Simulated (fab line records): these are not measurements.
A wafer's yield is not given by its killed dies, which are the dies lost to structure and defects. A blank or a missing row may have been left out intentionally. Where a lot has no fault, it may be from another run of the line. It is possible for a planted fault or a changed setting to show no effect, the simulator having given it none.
3 desks, one fault | flow n5-finfet | each desk has only its own numbers; what lay behind them comes last

DESK OF THE TOOL OWNER: rie-diel-04
The tool's own readings at N5_BEOL_M5_TRENCH_ETCH_37 (etches SiCOH lowk in C4F6/O2, target depth 71.652 nm, time 24.7 s): means of the sampled wafers that have a number, for each lot that ran on this tool. A lot is out of limits, marked OUT, if its mean lies more than 4 standard deviations from the usual mean; the brackets give that distance.
Columns: A = C4F6_flow_sccm at N5_BEOL_M5_TRENCH_ETCH_37, usual 10.00 sccm; B = drypump-motor-current-A at N5_BEOL_M5_TRENCH_ETCH_37, usual 6.0 A; C = oes-product-au at N5_BEOL_M5_TRENCH_ETCH_37, usual 0.75 a.u.; D = rf-vpp-V at N5_BEOL_M5_TRENCH_ETCH_37, usual 666 V; E = showerhead-plenum-p-Torr at N5_BEOL_M5_TRENCH_ETCH_37, usual 2.86 Torr; F = throttle-valve-pct at N5_BEOL_M5_TRENCH_ETCH_37, usual 20.93 %
lot  | first seen here | A     | B   | C    | D   | E    | F
L855 | day 8 09:52     | 10.02 | 6.3 | 0.75 | 666 | 2.83 | 20.98
L860 | day 9 14:34     | 9.97  | 6.4 | 0.72 | 663 | 2.83 | 20.93
L864 | day 11 02:08    | 10.01 | 6.4 | 0.72 | 662 | 2.83 | 20.95
L870 | day 12 09:07    | 10.00 | 6.1 | 0.75 | 666 | 2.87 | 20.81
This desk's verdict: no lot among the 4 shows anything out of limits.

THE DEFECT DESK
Lot by lot, what the route's inspections counted, given as the mean of those sampled wafers with a number. A lot is out of limits, marked OUT, if its mean lies more than 4 standard deviations from the usual mean; the brackets give that distance.
Columns: A = raw-defect-count at N5_BEOL_M5_INSPECT_30, usual 397
lot  | first seen here | A
L855 | day 8 09:34     | 461
L857 | day 9 00:57     | 450
L859 | day 9 08:53     | 405
L860 | day 9 14:16     | 441
L863 | day 11 01:14    | 332
L864 | day 11 01:50    | 383
L865 | day 12 01:49    | 300
L868 | day 12 08:23    | 393
L870 | day 12 08:49    | 452
L869 | day 12 13:50    | 265
L872 | day 13 01:08    | 377
This desk's verdict: no lot among the 11 shows anything out of limits.

THE METROLOGY DESK
Means of the sampled wafers that have a number, per lot and without regard to the tool the lot ran on: this is what the gauges read. A lot is out of limits, marked OUT, if its mean lies more than 4 standard deviations from the usual mean; the brackets give that distance.
Columns: A = V4_OVL at N5_BEOL_M5_OVL_MEAS_29, usual -0.3 nm; B = trench-depth-nm at N5_BEOL_M5_OCD_MEAS_38, usual 71.6 nm
lot  | first seen here | A    | B
L855 | day 8 09:31     | -0.9 | 72.2
L857 | day 9 00:53     | 0.8  | 72.6
L859 | day 9 08:50     | 0.2  | 71.6
L860 | day 9 14:13     | -0.9 | 70.9
L863 | day 11 01:11    | -0.5 | 70.6
L864 | day 11 01:47    | -0.2 | 71.3
L865 | day 12 01:46    | -0.7 | 70.6
L868 | day 12 08:19    | 0.2  | 72.0
L870 | day 12 08:45    | -0.4 | 72.3
L869 | day 12 13:48    | 0.4  | 72.6
L872 | day 13 01:05    | -0.8 | 72.8
This desk's verdict: no lot among the 11 shows anything out of limits.

PUT TOGETHER
The desk of the tool owner found nothing out of limits.
The defect desk saw nothing out of limits.
The metrology desk saw nothing out of limits.

WHAT THE SIMULATOR HAD INSERTED
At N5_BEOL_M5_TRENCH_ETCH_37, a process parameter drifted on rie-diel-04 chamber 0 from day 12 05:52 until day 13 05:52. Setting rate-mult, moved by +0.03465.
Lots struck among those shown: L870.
